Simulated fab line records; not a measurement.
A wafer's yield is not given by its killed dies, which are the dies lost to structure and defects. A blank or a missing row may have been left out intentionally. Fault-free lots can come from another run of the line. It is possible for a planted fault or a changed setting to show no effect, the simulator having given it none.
fab line records	flow n5_finfet
record lots=10	wafers=28	last_day=18
route steps=1938 shown BEOL_M1@814 BEOL_M2@841 BEOL_M4@1111 PASSIVATION@1936
lots with no fault: from the same line, run without faults
start_h: hours from the record's first day to the start of the lot's first wafer shown	wait_h: hours elapsed since this lot's preceding step	" as in the row above	L1.1+2: one row covering several wafers at once	- no value, or no start given	* or withheld: withheld	< > ~ a bound
route shown NAME@n: a module of which the file shows steps, and the number in the route of the first	usual: mean/standard deviation of fault-free wafers	same: alike in all rows	chamber/n: place in a boat	sites: per-site readings	_std_site: the standard deviation of these	_edge_site: the outer-site mean with the inner-site mean subtracted	radius_mm: for every site, how far away it sits from the centre of the wafer	mask NAME#n: copy n	behind: tool/chamber where the wafer was last shaped	hold: the reason the lot was held/the length of the hold in hours/how it ended	device: whichever transistor did not switch (one of n, p or np)	end of line: the same wafers' tests at the end of the route	for a step that has no rows: nothing shown but its recipe	killed: dies lost to structure and defects at the first sort, not the wafer's yield	map: a wafer's dies, x killed, . not, _ none there
set.NAME: the setting that was run; set.NAME@STEP: the one run at that earlier step	model.NAME: the simulator's own value behind a step, which no gauge read
route steps across a sampled set of lots; one table per step, one row per wafer
services: from which hour (start_h, from the record's first day; less than 0 if before it) a tool's chamber was out of use, for how many hours, and why
## steps
# step N5_BEOL_M1_SPUTTER_48
# recipe material=Cu	target_thk_a=45	temp_c=-20	chamber_pressure_pa=0.07	power_w=withheld	time_s=8.29
# usual chuck_sensor_temp_C=-15.94/0.26	susceptor_temp_C=-19.99/0.11	throttle_valve_pct=29.9/1.1
lot.wafer	tool	chamber	start_h	wait_h	chuck_sensor_temp_C	susceptor_temp_C	throttle_valve_pct
L459.3	pvd_sputter-03	-	130.52	0.1	-15.59	-19.93	31.1
L459.4	"	-	"	"	-16.03	-20.12	28.4
L459.5	"	-	"	"	-15.91	-20.13	28.8
L461.1	pvd_sputter-03	-	148.26	0.2	-15.70	-20.18	28.8
L461.4	"	-	"	"	-15.98	-19.86	29.2
L461.6	"	-	"	"	-15.82	-19.76	30.9
L464.3	pvd_sputter-03	-	161.10	0.1	-15.90	-19.87	28.4
L464.4	"	-	"	"	-15.98	-19.98	29.1
L464.6	"	-	"	"	-15.90	-19.89	29.1
L463.1	pvd_sputter-03	-	164.27	0.1	-15.96	-19.76	29.1
L463.2	"	-	"	"	-15.58	-20.13	31.1
L463.5	"	-	"	"	-15.87	-19.89	28.8
L467.2	pvd_sputter-01	-	178.72	0.2	-16.19	-19.78	30.2
L467.3	"	-	"	"	-15.66	-19.95	31.6
L467.6	"	-	"	"	-16.30	-20.01	30.2
L469.1	pvd_sputter-01	-	191.02	0.1	-16.29	-20.05	30.1
L469.3	"	-	"	"	-15.95	-19.91	30.1
L469.4	"	-	"	"	-15.66	-19.98	31.5
L472.1	pvd_sputter-02	-	222.64	0.1	-16.29	-20.21	32.2
L472.4	"	-	"	"	-16.12	-19.95	30.1
L472.5	"	-	"	"	-16.47	-20.25	31.9
L479.3	pvd_sputter-01	-	255.24	0.2	-15.95	-20.07	28.1
L479.5	"	-	"	"	-15.70	-20.01	31.6
L482.1	pvd_sputter-01	-	264.40	0.8	-15.92	-20.00	28.1
L482.3	"	-	"	"	-15.88	-20.08	30.3
L482.5	"	-	"	"	-16.41	-19.75	30.3
L481.3	pvd_sputter-03	-	267.16	0.1	-15.68	-20.11	30.9
L481.5	"	-	"	"	-16.07	-20.13	29.1
# step N5_BEOL_M1_DEP_57
# recipe material=SiCN	target_thk_a=80	temp_c=withheld	precursor=3MS/NH3	pressure_torr=3	rf_w=202	time_s=14
# usual showerhead_plenum_p_Torr=3.672/0.014	throttle_valve_pct=8.9/0.46
lot.wafer	tool	chamber	start_h	wait_h	showerhead_plenum_p_Torr	throttle_valve_pct
L459.3	pecvd-01	0	133.68	0.0	3.687	8.7
L459.4	"	0	"	"	3.676	8.6
L459.5	"	1	"	"	3.670	9.0
L461.1	pecvd-03	1	151.00	0.0	3.654	9.8
L461.4	"	0	"	"	3.659	8.6
L461.6	"	2	"	"	3.687	9.1
L464.3	pecvd-01	0	163.84	0.0	3.677	8.7
L464.4	"	1	"	"	3.663	9.0
L464.6	"	2	"	"	3.703	7.9
L463.1	pecvd-03	2	167.01	0.0	3.682	9.3
L463.2	"	0	"	"	3.666	8.5
L463.5	"	0	"	"	3.657	8.6
L467.2	pecvd-02	2	181.46	0.0	3.678	8.7
L467.3	"	0	"	"	3.666	9.0
L467.6	"	1	"	"	3.664	8.4
L469.1	pecvd-02	1	194.08	0.0	3.679	8.7
L469.3	"	0	"	"	3.659	8.9
L469.4	"	2	"	"	3.671	8.7
L472.1	pecvd-01	2	225.65	0.0	3.701	8.4
L472.4	"	0	"	"	3.678	8.7
L472.5	"	1	"	"	3.674	9.2
L479.3	pecvd-01	0	258.07	0.0	3.683	8.7
L479.5	"	0	"	"	3.674	8.6
L482.1	pecvd-01	1	267.14	0.0	3.673	9.2
L482.3	"	0	"	"	3.684	8.9
L482.5	"	0	"	"	3.679	9.2
L481.3	pecvd-01	1	269.96	0.0	3.674	9.2
L481.5	"	1	"	"	3.668	8.9
# step N5_BEOL_M2_ILD_DEP_00
# recipe material=SiOC	target_thk_a=790	temp_c=350	precursor=DEMS/O2	pressure_torr=5	rf_w=500	time_s=15.3
# usual heater_power_outer_w=256/56	heater_power_w=466/67	showerhead_plenum_p_Torr=5.694/0.014	susceptor_temp_C=349.99/0.21	throttle_valve_pct=11.9/0.51
lot.wafer	tool	chamber	start_h	wait_h	heater_power_outer_w	heater_power_w	showerhead_plenum_p_Torr	susceptor_temp_C	throttle_valve_pct
L459.3	pecvd-04	0	133.81	0.0	306	521	5.687	349.89	11.8
L459.4	"	0	"	"	297	538	5.677	350.00	12.0
L459.5	"	1	"	"	262	423	5.690	349.93	11.8
L461.1	pecvd-04	2	151.13	0.0	247	459	5.699	349.82	12.2
L461.4	"	0	"	"	344	563	5.678	349.81	12.1
L461.6	"	1	"	"	228	384	5.694	349.95	11.7
L464.3	pecvd-03	2	163.97	0.0	231	457	5.724	350.25	11.8
L464.4	"	0	"	"	265	503	5.677	350.02	11.7
L464.6	"	2	"	"	155	363	5.717	349.94	11.8
L463.1	pecvd-03	0	167.14	0.0	285	513	5.693	349.66	11.6
L463.2	"	2	"	"	180	389	5.717	349.72	11.9
L463.5	"	2	"	"	192	389	5.716	349.92	12.0
L467.2	pecvd-03	2	181.59	0.0	221	459	5.715	350.05	12.2
L467.3	"	0	"	"	287	503	5.679	349.94	11.7
L467.6	"	1	"	"	211	405	5.684	350.32	12.7
L469.1	pecvd-03	1	194.21	0.0	235	433	5.686	350.04	12.6
L469.3	"	0	"	"	286	527	5.688	350.16	11.3
L469.4	"	2	"	"	184	394	5.712	349.98	12.3
L472.1	pecvd-04	0	225.78	0.0	325	560	5.684	349.98	11.3
L472.4	"	1	"	"	280	461	5.702	349.90	11.7
L472.5	"	0	"	"	337	559	5.686	349.92	11.2
L479.3	pecvd-03	0	258.20	0.0	251	474	5.672	349.99	11.5
L479.5	"	0	"	"	257	482	5.690	350.43	11.4
L482.1	pecvd-03	1	267.27	0.0	243	452	5.674	349.68	12.5
L482.3	"	2	"	"	177	395	5.725	349.60	12.1
L482.5	"	1	"	"	237	442	5.681	349.85	12.5
L481.3	pecvd-03	1	270.09	0.0	206	401	5.692	350.12	12.8
L481.5	"	2	"	"	163	360	5.722	349.89	12.2
# step N5_BEOL_M2_THK_MEAS_01
# recipe reads=SiOC_of_BEOL_M2_ILD_DEP_00
# usual M2_ILD_THK=79.5/1
lot.wafer	tool	chamber	start_h	wait_h	M2_ILD_THK[nm]
L459.3	film_metro-01	-	133.87	0.1	78.9
L459.4	"	-	"	"	79.3
L459.5	"	-	"	"	79.5
L461.1	film_metro-01	-	151.20	0.0	77.7
L461.4	"	-	"	"	80.0
L461.6	"	-	"	"	79.1
L464.3	film_metro-01	-	164.05	0.1	79.5
L464.4	"	-	"	"	79.8
L464.6	"	-	"	"	79.5
L463.1	film_metro-02	-	167.21	0.0	80.2
L463.2	"	-	"	"	79.5
L463.5	"	-	"	"	81.0
L467.2	film_metro-01	-	181.65	0.1	79.5
L467.3	"	-	"	"	79.4
L467.6	"	-	"	"	81.1
L469.1	film_metro-01	-	194.27	0.0	79.4
L469.3	"	-	"	"	80.0
L469.4	"	-	"	"	80.8
L472.1	film_metro-02	-	225.86	0.1	78.7
L472.4	"	-	"	"	79.0
L472.5	"	-	"	"	78.9
L479.3	film_metro-01	-	258.27	0.1	78.8
L479.5	"	-	"	"	103.5
L482.1	film_metro-02	-	267.34	0.0	80.7
L482.3	"	-	"	"	79.4
L482.5	"	-	"	"	104.2
L481.3	film_metro-01	-	270.16	0.1	80.0
L481.5	"	-	"	"	104.1
# step N5_BEOL_M2_OVL_MEAS_12
# recipe points_per_wafer=522
# usual M2_OVL=-0.6/0.72
lot.wafer	tool	chamber	start_h	wait_h	M2_OVL[nm]
L459.3	overlay-02	0	135.55	0.0	-2.1
L459.4	"	0	"	"	-0.4
L459.5	"	0	"	"	-1.1
L461.1	overlay-02	0	151.94	0.0	-0.6
L461.4	"	0	"	"	-0.7
L461.6	"	0	"	"	-1.1
L464.3	overlay-01	0	164.60	0.0	-0.4
L464.4	"	0	"	"	-0.5
L464.6	"	0	"	"	0.2
L463.1	overlay-01	0	167.85	0.0	-1.4
L463.2	"	0	"	"	-0.8
L463.5	"	0	"	"	-0.8
L467.2	overlay-02	0	182.74	0.0	-0.9
L467.3	"	0	"	"	-0.4
L467.6	"	0	"	"	0.1
L469.1	overlay-01	0	198.52	0.0	-1.0
L469.3	"	0	"	"	-0.3
L469.4	"	0	"	"	-0.8
L472.1	overlay-02	0	226.79	0.0	-1.6
L472.4	"	0	"	"	-1.8
L472.5	"	0	"	"	-0.8
L479.3	overlay-01	0	261.00	0.0	-1.6
L479.5	"	0	"	"	-0.5
L482.1	overlay-02	0	271.16	0.0	-0.5
L482.3	"	0	"	"	-0.5
L482.5	"	0	"	"	-1.5
L481.3	overlay-01	0	271.64	0.0	-0.7
L481.5	"	0	"	"	-2.4
# step N5_BEOL_M4_RC_MEAS_101
# usual DIBL_N=35.8/1.6	DIBL_P=36.0/1.9	IOFF_N=0.151/0.029	IOFF_P=0.21/0.037	ION_N=673/12	ION_P=463/7.3	SS_N=71.5/0.58	SS_P=73.2/0.61	VT_N=251/3.3	VT_P=-250/3.3
lot.wafer	tool	chamber	start_h	wait_h	DIBL_N[mV/V]	DIBL_P[mV/V]	IOFF_N[nA/um]	IOFF_P[nA/um]	ION_N[uA/um]	ION_P[uA/um]	SS_N[mV/dec]	SS_P[mV/dec]	VT_N[mV]	VT_P[mV]
L459.3	prober-02	0	162.23	0.9	35.4	34.9	0.115	0.18	662	461	70.7	72.2	256	-253
L459.4	"	0	"	"	36.9	35.9	0.139	0.19	667	463	71.1	72.0	254	-251
L459.5	"	0	"	"	38.8	37.9	0.175	0.23	679	462	72.4	73.5	250	-250
L461.1	prober-01	0	186.70	0.0	36.8	36.7	0.151	0.20	668	456	72.1	73.5	253	-252
L461.4	"	0	"	"	35.3	34.5	0.128	0.17	657	457	71.0	72.6	254	-253
L461.6	"	0	"	"	34.1	33.3	0.108	0.15	652	452	71.1	72.0	257	-253
L464.3	prober-01	0	206.47	0.3	34.5	34.6	0.125	0.16	674	456	70.6	73.4	254	-256
L464.4	"	0	"	"	35.4	34.6	0.136	0.17	672	459	71.2	72.7	253	-255
L464.6	"	0	"	"	36.9	37.2	0.161	0.20	676	455	71.5	73.4	252	-249
L463.1	prober-02	0	208.71	0.0	37.3	36.7	0.142	0.21	666	465	71.2	72.9	252	-248
L463.2	"	0	"	"	38.8	38.8	0.179	0.25	688	468	72.3	73.8	249	-248
L463.5	"	0	"	"	37.0	36.2	0.137	0.20	660	461	71.1	72.8	255	-251
L467.2	prober-01	0	210.31	0.2	34.8	32.8	0.112	0.14	664	453	71.5	72.6	255	-257
L467.3	"	0	"	"	35.8	35.3	0.133	0.17	668	461	71.8	73.1	252	-252
L467.6	"	0	"	"	34.7	34.9	0.124	0.18	657	453	71.6	72.9	251	-252
L469.1	prober-02	0	239.33	0.0	35.1	36.2	0.152	0.22	666	462	72.1	72.9	254	-247
L469.3	"	0	"	"	32.7	34.1	0.119	0.19	669	465	70.8	73.1	252	-248
L469.4	"	0	"	"	35.1	37.4	0.175	0.25	691	475	71.3	73.8	247	-247
L472.1	prober-02	0	257.81	0.0	35.3	37.5	0.143	0.23	660	466	70.9	73.9	253	-247
L472.4	"	0	"	"	34.6	36.7	0.137	0.21	670	467	71.1	72.3	250	-250
L472.5	"	0	"	"	37.0	39.5	0.182	0.26	686	472	72.6	73.8	250	-247
L479.3	prober-01	0	299.04	0.3	38.7	39.7	0.234	0.26	708	469	72.9	74.2	244	-247
L479.5	"	0	"	"	34.6	37.3	0.162	0.22	687	470	72.3	73.6	246	-254
L481.3	prober-02	0	314.51	0.3	35.4	35.1	0.135	0.19	671	456	71.2	72.6	250	-253
L481.5	"	0	"	"	36.8	37.2	0.166	0.22	679	461	71.5	73.7	250	-249
L482.1	prober-01	0	314.57	0.0	34.7	35.1	0.136	0.19	671	457	70.9	72.2	252	-252
L482.3	"	0	"	"	35.3	36.0	0.142	0.21	664	459	71.9	73.1	252	-251
L482.5	"	0	"	"	34.8	35.4	0.128	0.20	660	456	71.4	72.6	254	-253
# step N5_PASSIVATION_PROBE_49
# usual defect_limited_yield=90.9/1.4	killed_at_M0_to_M3=37/12	killed_at_M4_up=14/5.3	killed_at_contacts=12/6.2	killed_at_front_end=41/11	killed_at_other=3.7/2.9	killed_dies=107/17	killed_open=71/12	killed_short=34/7.9	sort_bin_5_function=5.3/0.95	sort_bin_6_memory=3.4/0.7	sort_bin_8_speed=0.00/0.0099	sort_n_pass=1073/17	sort_yield_pct=90.9/1.5
# same gross_dies=1180	killed_at_back_side=0	sort_bin_4_leakage[%]=0
lot.wafer	tool	chamber	start_h	wait_h	defect_limited_yield[%]	killed_at_M0_to_M3	killed_at_M4_up	killed_at_contacts	killed_at_front_end	killed_at_other	killed_dies	killed_open	killed_short	sort_bin_5_function[%]	sort_bin_6_memory[%]	sort_bin_8_speed[%]	sort_n_pass	sort_yield_pct[%]
L479.3	prober-02	-	409.62	0.1	90.8	23	9	10	51	15	108	76	31	5.9	2.8	0	1072	90.8
L479.5	prober-02	-	409.72	0.2	76.4	205	18	9	39	7	278	64	35	19.7	3.6	0	902	76.4
L481.3	prober-02	-	419.82	0.1	92.5	29	10	9	38	2	88	59	29	4.7	2.5	0	1092	92.5
L481.5	prober-02	-	419.92	0.2	77.6	197	8	9	42	8	264	60	24	18.4	3.3	0	916	77.6
L482.1	prober-02	-	426.06	0.0	89.5	38	18	7	58	3	124	86	35	5.3	4.9	0	1056	89.5
L482.3	prober-02	-	426.16	0.1	91.9	27	16	5	43	4	95	55	40	4.7	2.8	0	1085	91.9
L482.5	prober-02	-	426.26	0.2	77.9	180	19	11	49	2	261	73	47	17.7	4.1	0	919	77.9
# killed by level:class
L479.3 STI_FIN_REVEAL:geometric_particle:open=16 FIN_SAQP:geometric_particle:open=14 FIN_SAQP:geometric_particle:short=9 BEOL_M2:geometric_particle:open=9 MOL_CONTACT_COAG:geometric_particle:open=8 PASS1_CAP:geometric_particle:open=5 BEOL_M5:geometric_particle:open=4 BEOL_M1:geometric_particle:open=3
L479.5 BEOL_M2:area_dep=177 FIN_SAQP:geometric_particle:open=10 MOL_CONTACT_COAG:geometric_particle:open=9 BEOL_M0_SAQP:geometric_particle:open=7 BEOL_M3:geometric_particle:open=7 BEOL_M2:geometric_particle:short=6 BEOL_M4:geometric_particle:open=6 FIN_SAQP:geometric_particle:short=5
L481.3 BEOL_M1:geometric_particle:open=15 GATE_CUT:geometric_particle:short=10 BEOL_M5:geometric_particle:open=9 MOL_CONTACT_COAG:geometric_particle:open=8 STARTING-WAFER:geometric_particle:open=6 STI_FIN_REVEAL:geometric_particle:open=5 FIN_SAQP:geometric_particle:short=4 STI_FIN_REVEAL:geometric_particle:short=4
L481.5 BEOL_M2:area_dep=171 BEOL_M1:geometric_particle:open=11 STI_FIN_REVEAL:geometric_particle:open=9 HKMG_FIN:area_etch=7 DUMMY_GATE:geometric_particle:open=5 MOL_CONTACT_COAG:geometric_particle:open=5 GATE_CUT:geometric_particle:short=4 MOL_CONTACT_COAG:geometric_particle:short=4
L482.1 FIN_SAQP:geometric_particle:open=16 FIN_SAQP:geometric_particle:short=13 BEOL_M0_SAQP:geometric_particle:open=9 BEOL_M0_SAQP:geometric_particle:short=8 BEOL_M2:geometric_particle:open=7 BEOL_M3:geometric_particle:open=7 BEOL_M4:geometric_particle:open=7 MOL_CONTACT_COAG:geometric_particle:open=6
L482.3 FIN_SAQP:geometric_particle:short=9 BEOL_M4:geometric_particle:open=8 FIN_SAQP:geometric_particle:open=7 BEOL_M0_SAQP:geometric_particle:short=7 BEOL_M0_SAQP:geometric_particle:open=6 STI_FIN_REVEAL:geometric_particle:open=5 GATE_CUT:geometric_particle:short=5 BEOL_M2:geometric_particle:open=4
L482.5 BEOL_M2:area_dep=140 BEOL_M0_SAQP:geometric_particle:short=15 DUMMY_GATE:geometric_particle:open=11 MOL_CONTACT_COAG:geometric_particle:open=10 BEOL_M4:geometric_particle:open=10 GATE_CUT:geometric_particle:short=9 BEOL_M3:geometric_particle:open=8 BEOL_M0_SAQP:geometric_particle:open=8
## services
tool	chamber	start_h	hours	kind
pecvd-03	-	112.02	2.0	repair
pecvd-02	1	113.56	5.0	scheduled_down
pvd_sputter-01	-	137.17	2.2	repair
pecvd-01	-	139.51	14.6	pm
pecvd-04	0	166.05	-	clean
pecvd-04	0	166.05	29.5	scheduled_down
pecvd-04	0	166.05	29.5	vent_cycle
pecvd-02	0	181.80	2.1	scheduled_down
pecvd-03	0	186.08	5.0	scheduled_down
pecvd-02	1	197.56	2.1	scheduled_down
pecvd-04	2	202.38	-	clean
pecvd-04	2	202.38	-	consumable_replace:showerhead
pecvd-04	2	202.38	29.0	scheduled_down
pecvd-04	2	202.38	29.0	vent_cycle
pecvd-03	0	227.38	25.5	repair
pvd_sputter-01	-	231.67	2.2	repair
pvd_sputter-01	-	236.50	2.7	repair
pecvd-01	0	239.72	2.1	scheduled_down
pecvd-01	-	262.81	2.8	pm
pecvd-02	-	265.94	6.0	pm
## key
first_sign step=N5_BEOL_M2_THK_MEAS_01	reading=M2_ILD_THK	direction=up	sigmas=23	usual=79.5	struck=104.0
effect step=N5_PASSIVATION_PROBE_49	reading=sort_bin_5_function	direction=up	sigmas=14	usual=5.3	struck=18.6
more_kills_born_at N5_BEOL_M2_ILD_DEP_00@pecvd-03=488
met_at N5_BEOL_M2_ILD_DEP_00
struck_lots L479,L481,L482
struck_wafers L479.5,L481.5,L482.5
not_acting_at N5_BEOL_M1_SPUTTER_48,N5_BEOL_M1_DEP_57,N5_BEOL_M2_OVL_MEAS_12
onset_between 194.21 258.20
fault kind=process_parameter_drift	tool=pecvd-03	chamber=-	onset_h=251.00	steps=N5_BEOL_M2_ILD_DEP_00	channel=time_s	offset=*	shape=step	end_h=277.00	scope=struck_wafers_only	acts_in=*	stated=*
